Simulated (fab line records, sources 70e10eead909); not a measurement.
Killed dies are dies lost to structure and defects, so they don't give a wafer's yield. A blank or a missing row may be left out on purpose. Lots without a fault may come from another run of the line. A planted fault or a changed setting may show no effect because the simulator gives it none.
Chamber matching | flow nand_harc | NHARC_P_CONTACT_CMP_01 on cmp-01: 4 sister chambers
The step polishes SiO2, target thk 200 nm. 4 wafers are shown with their chamber, then 9 later ones without.

WAFERS WITH THEIR CHAMBER
wafer  | chamber | motor_current_A (A)
L083.5 | 1       | 9.9
L087.5 | 0       | 11.6
L090.2 | 3       | 10.4
L090.5 | 2       | 11.3

WAFERS WITHOUT THEIR CHAMBER
wafer  | motor_current_A (A)
L094.3 | 9.8
L094.4 | 10.9
L094.5 | 10.8
L095.2 | 10.3
L095.4 | 10.5
L095.6 | 11.1
L096.1 | 10.3
L096.3 | 10.2
L096.6 | 12.0

WHICH CHAMBER EACH WENT THROUGH
wafer  | from the rows above               | in truth
L094.3 | can't be placed: 1 or 3           | 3
L094.4 | can't be placed: 2 or 3 or 0      | 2
L094.5 | can't be placed: 3 or 2 or 0 or 1 | 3
L095.2 | can't be placed: 3 or 1           | 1
L095.4 | can't be placed: 3 or 1           | 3
L095.6 | can't be placed: 2 or 0 or 3      | 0
L096.1 | can't be placed: 3 or 1           | 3
L096.3 | can't be placed: 3 or 1           | 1
L096.6 | can't be placed: 0 or 2           | 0
Placed correctly: 0 of 9. Can't be placed from these rows: 9 (the true chamber is among the candidates in 9). Placed wrongly: 0.
How it was worked out, from the rows above alone: a wafer's distance from a chamber is the root of the sum, over the readings, of the square of ((its reading less the chamber's mean) divided by the reading's scatter). The wafer belongs to the nearest chamber; if the next one is less than 2 further off, it can't be placed. A chamber's mean is the mean of its shown wafers. The scatter: with one shown wafer a chamber, the root of the mean of the squares of how far each hidden wafer lies from its nearest shown one.
